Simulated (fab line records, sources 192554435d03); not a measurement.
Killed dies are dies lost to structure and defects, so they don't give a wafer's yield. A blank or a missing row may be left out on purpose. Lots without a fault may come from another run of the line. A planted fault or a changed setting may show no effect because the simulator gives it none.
Problem report in the 8D (eight disciplines) form, filled by code | flow n5_finfet | the parts of the form that need people (team, actions taken, sign-off) are left out

1. THE PROBLEM
spin_speed_rpm at N5_BEOL_M3_COAT_68 reads a mean of 1819.9 rpm on 6 wafers of 2 lots; wafers without a fault read 1500.1 rpm with a standard deviation of 0.9. That is +99 or more standard deviations from the usual mean.
The step: time 60 s, resist thk 12 nm.
First seen on wafer L495.2, day 7 20:31, on litho_track-05. The record holds 26 wafers of 9 lots with a number at this step. Rule for "out", or "out of limits": more than 4 standard deviations from the usual mean. The other wafers with a number count as sound.

2. WHAT IT IS AND WHAT IT IS NOT
question                    | is                     | is not
which readings at this step | spin_speed_rpm         | -
which lots                  | L495, L496             | L492, L507, L508, L510, L512, L514, L515
which wafers of those lots  | all that have a number | -
read on which tools         | litho_track-05         | -
when                        | from day 7 20:31       | up to then (3 sound wafers); but 17 sound wafers of L507, L508, L510, L512, L514, L515 came after

3. SUSPECTS, AND WHAT RULES EACH OUT
Counting: a tool at a process step up to the reading stays a suspect if it ran every lot that is out and no sound lot after the first of them.
- litho_track-05 at N5_BEOL_M3_COAT_68 (time 60 s, resist thk 12 nm): ruled out as a lasting fault. Sound lots L507, L508, L510, L512, L514, L515 ran on it after its first lot that is out, L495 (day 7 20:31).
Left after counting: nothing in the record.

4. THE CAUSE (what the simulator had put in)
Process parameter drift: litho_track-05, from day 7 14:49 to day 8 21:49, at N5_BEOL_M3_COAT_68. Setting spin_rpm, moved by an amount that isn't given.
Counting ruled it out, wrongly.

5. THE CHAIN OF EFFECTS, in route order
Each row: a reading whose mean over the struck wafers that have a number lies more than 3 standard deviations from the usual. Only readings for which the record gives a usual standard deviation are gone through. hours: the time from each lot's start at the first step in this table that gives one to its start at this step, as a median over the lots. sigmas: the change in usual standard deviations.
hours | step               | reading        | usual      | on struck wafers | change | sigmas
0     | N5_BEOL_M3_COAT_68 | spin_speed_rpm | 1500.1 rpm | 1819.9           | +319.8 | +99 or more
The process steps in it:
- N5_BEOL_M3_COAT_68: time 60 s, resist thk 12 nm.
Later measuring or inspecting steps at which every struck wafer that the step has a row for has a number for every such reading, and none has moved that far: N5_BEOL_M3_OVL_MEAS_29, N5_BEOL_M4_RC_MEAS_101.

6. WHAT WOULD HAVE CAUGHT IT SOONER
In this record the first reading out of limits was taken at day 7 20:31, 6 hours after the fault began at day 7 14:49.
